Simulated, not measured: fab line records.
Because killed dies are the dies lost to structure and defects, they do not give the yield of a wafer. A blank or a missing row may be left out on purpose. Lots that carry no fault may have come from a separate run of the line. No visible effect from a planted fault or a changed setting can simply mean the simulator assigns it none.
A lot that was struck, set against a sound lot + flow n5 finfet + 14 out of 1938 route steps
Sound: the wafers L888.1, L888.2, L888.3. Struck: wafers L884.2, L884.5. (L884.3 of the same lot was not struck and is left out.) The cause comes at the end.
For every step that has rows: the tool of each side, followed by ch and its chambers, followed by its first start. Under that, the readings that differ: sound wafers + struck wafers + difference of the means + sigmas: that difference in standard deviations of wafers without a fault.
alike: a reading whose means differ by less than 2 such deviations, as well as words and numbers matching on both sides. not compared: withheld readings; readings where some wafer has no value; bounds like >300 that might hide an equal value; numbers whose values overlap and for which the record gives no deviation.
The two part at a step that has a row with sigmas, a row that says differs or no value, or rows on one side only. Numbers that don't overlap but have no deviation are shown without sigmas and don't part them. Lack of a reading on every wafer of one side parts them only where that side has two or more wafers.

N5_BEOL_M12_OCD_MEAS_35:
  sound: ocd-02 at day 14 03:25; struck: ocd-02 at day 12 19:46
  alike: trench depth nm
then, 4 steps without rows for these wafers: N5_BEOL_M12_STRIP_37 (strips in N2/H2); N5_BEOL_M12_ETCH_38 (etches SiCN in CF4/N2, target depth 68.7 nm, time 73.4 s); N5_BEOL_M12_PRECLEAN_39 (cleans in residue remover, time 60 s); N5_BEOL_M12_SRD_40 (time 30 s, dry time 30 s).
N5_BEOL_M12_DEGAS_41: time 60 s.
  sound: pvd sputter-03 at day 14 06:06; struck: pvd sputter-01 at day 12 21:08
  alike: heater power w
then, 1 step without rows for these wafers: N5_BEOL_M12_PRE_CLEAN_42 (time 30 s).
N5_BEOL_M12_SPUTTER_43: material TaN, target thk 15 nm, time 24.19 s.
  sound: pvd sputter-03 at day 14 06:11; struck: pvd sputter-01 at day 12 21:13
| reading                | sound          | struck    | difference | sigmas |
|------------------------|----------------|-----------|------------|--------|
| throttle valve pct (%) | 29.5 30.3 29.1 | 32.4 32.6 | +2.9       | +2     |
  alike: cathode dc power W, chamber pressure pa
N5_BEOL_M12_SPUTTER_44: material Ta, target thk 10 nm, time 16.13 s.
  sound: pvd sputter-03 at day 14 06:16; struck: pvd sputter-01 at day 12 21:17
| reading                | sound          | struck    | difference | sigmas |
|------------------------|----------------|-----------|------------|--------|
| throttle valve pct (%) | 29.3 30.4 29.2 | 32.6 32.6 | +3.0       | +2     |
  alike: cathode dc power W, chamber pressure pa
N5_BEOL_M12_SPUTTER_45: material Cu, target thk 80 nm, time 13.33 s.
  sound: pvd sputter-03 at day 14 06:20; struck: pvd sputter-01 at day 12 21:22
| reading                | sound          | struck    | difference | sigmas |
|------------------------|----------------|-----------|------------|--------|
| throttle valve pct (%) | 29.1 30.2 28.8 | 32.4 32.4 | +3.0       | +2     |
  alike: cathode dc power W, chamber pressure pa
then, 1 step without rows for these wafers: N5_BEOL_M12_ECD_47 (material Cu, target thk 720 nm).
N5_BEOL_M12_ANNEAL_48: time 90 s.
  sound on rtp anneal-02 ch 0, day 14 06:36; struck on rtp anneal-01 ch 0, day 12 21:49
  alike: wafer_temp_C_max
N5_BEOL_M12_CMP_49: polishes, stops on SiOC, t overpolish 20.6 s, target thk 320 nm.
  sound on cmp-01 ch 0,1,2, day 14 06:54; struck on cmp-03 ch 0, day 12 22:04
| reading                      | sound                | struck        | difference | sigmas      |
|------------------------------|----------------------|---------------|------------|-------------|
| barrier field endpoint s (s) | 30.2 30.0 29.0       | 58.3 59.1     | +29.0      | +41         |
| head pressure psi (psi)      | 1.0005 0.9993 1.0011 | 0.5120 0.5137 | -0.4874    | -99 or more |
| motor current A (A)          | 6.5 6.5 5.8          | 4.4 4.3       | -1.9       | -3          |
| overpolish run s (s)         | 20.615 20.590 20.585 | 7.752 7.000   | -13.221    | -99 or more |
| platen rpm (rpm)             | 50.05 50.03 50.05    | 49.95 49.97   | -0.08      | -3          |
N5_PASSIVATION_PROBE_49:
  only the struck wafers here have rows in the record (prober-01, day 14 07:04); the sound ones have none

WHERE THEY PART
Earliest at N5_BEOL_M12_SPUTTER_43; latest, in this record, at N5_PASSIVATION_PROBE_49.

WHY: what had been put in by the simulator
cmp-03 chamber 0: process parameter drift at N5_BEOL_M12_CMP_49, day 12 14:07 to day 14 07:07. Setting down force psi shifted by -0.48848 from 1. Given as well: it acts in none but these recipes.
